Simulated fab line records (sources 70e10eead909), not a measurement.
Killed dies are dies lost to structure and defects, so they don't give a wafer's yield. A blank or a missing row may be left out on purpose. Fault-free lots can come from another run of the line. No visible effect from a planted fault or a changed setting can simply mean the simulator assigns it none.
Matching of chambers	flow nandHarc	NHARC_THIN_TSV_DEP_47 on pecvd-01: 3 sister chambers
The step deposits SiO2, target thk 200 nm. 18 wafers are shown with their chamber, then 9 later ones without.

== WAFERS PAIRED WITH THEIR CHAMBERS ==
wafer	chamber	throttleValvePct (%)
L074.2	0	15.4
L074.3	1	16.6
L074.6	2	15.6
L076.2	0	15.5
L076.5	0	15.4
L076.6	2	15.5
L079.2	1	16.8
L079.3	2	15.4
L079.5	1	16.6
L081.1	1	16.6
L081.3	1	16.8
L081.5	0	15.4
L083.2	2	15.8
L083.5	0	15.4
L083.6	1	16.7
L085.3	1	16.8
L085.4	2	15.5
L085.5	0	15.5

SIGNATURES (means of the wafers above)
reading	chamber 0	chamber 1	chamber 2	scatter within a chamber
throttleValvePct	15.433	16.700	15.560	0.105
Rule: for a wafer and a chamber, the distance is found by dividing, reading by reading, the gap between the wafer's reading and the chamber's mean by the reading's scatter, squaring, summing and taking the root. The wafer belongs to the nearest chamber; if the next one is less than 2 further off, it can't be placed. How the scatter is found: for the shown wafers, subtract from each reading the mean of its chamber, square and add these, divide the total by (wafers less chambers), then take the root.

== WAFERS MISSING THEIR CHAMBER ==
wafer	throttleValvePct (%)
L086.2	15.2
L086.5	15.4
L086.6	15.6
L091.2	15.8
L091.3	15.0
L091.4	15.0
L092.1	15.0
L092.2	17.2
L092.5	15.6

== WHICH CHAMBER EACH ONE RAN IN ==
wafer	from the rows above	in truth
L086.2	can't be placed: 0 or 2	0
L086.5	can't be placed: 0 or 2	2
L086.6	can't be placed: 2 or 0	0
L091.2	can't be placed: 2 or 0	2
L091.3	can't be placed: 0 or 2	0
L091.4	can't be placed: 0 or 2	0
L092.1	can't be placed: 0 or 2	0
L092.2	1	1
L092.5	can't be placed: 2 or 0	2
Placed correctly: 1 of 9. From these rows, 8 cannot be placed; in 8 the true chamber is one of the candidates. Number placed wrongly: 0.
